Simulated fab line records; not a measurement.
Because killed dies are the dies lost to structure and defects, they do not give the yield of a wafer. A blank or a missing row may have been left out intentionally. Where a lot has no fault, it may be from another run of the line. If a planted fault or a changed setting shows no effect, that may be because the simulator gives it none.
Matching of chambers | flow n5 finfet | rie si-04 running N5_BEOL_M0_SAQP_MANDREL1_REMOVE_100: 4 sister chambers
The step chemistry HBr/Cl2/O2, target a-Si, stops on SiNx, bt time 10 s. 4 wafers are shown with their chamber, then 6 later ones without.

WAFERS PAIRED WITH THEIR CHAMBERS
wafer  | chamber | throttle valve pct (%)
L824.3 | 3       | 37.23
L825.6 | 1       | 36.66
L832.1 | 2       | 36.63
L832.3 | 0       | 36.50

WAFERS WITH NO CHAMBER GIVEN
wafer  | throttle valve pct (%)
L832.5 | 36.62
L836.3 | 36.60
L836.5 | 36.51
L838.4 | 36.67
L838.5 | 36.62
L838.6 | 36.51

CHAMBER TAKEN BY EACH
wafer  | from the rows above     | in truth
L832.5 | can't be placed: 2 or 1 | 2
L836.3 | can't be placed: 2 or 1 | 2
L836.5 | 0                       | 0
L838.4 | can't be placed: 1 or 2 | 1
L838.5 | can't be placed: 2 or 1 | 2
L838.6 | 0                       | 0
2 of 6 placed correctly. From these rows, 4 cannot be placed; in 4 the true chamber is one of the candidates. Number placed wrongly: 0.
How it was worked out, from the rows above alone: a wafer's distance from a chamber is the root of the sum, over the readings, of the square of ((its reading less the chamber's mean) divided by the reading's scatter). The wafer belongs to the nearest chamber; if the next one is less than 2 further off, it can't be placed. Each chamber's mean is taken over the wafers shown for it. The scatter (one wafer shown for each chamber): square how far every hidden wafer sits from the nearest shown wafer, average those squares and take the square root.
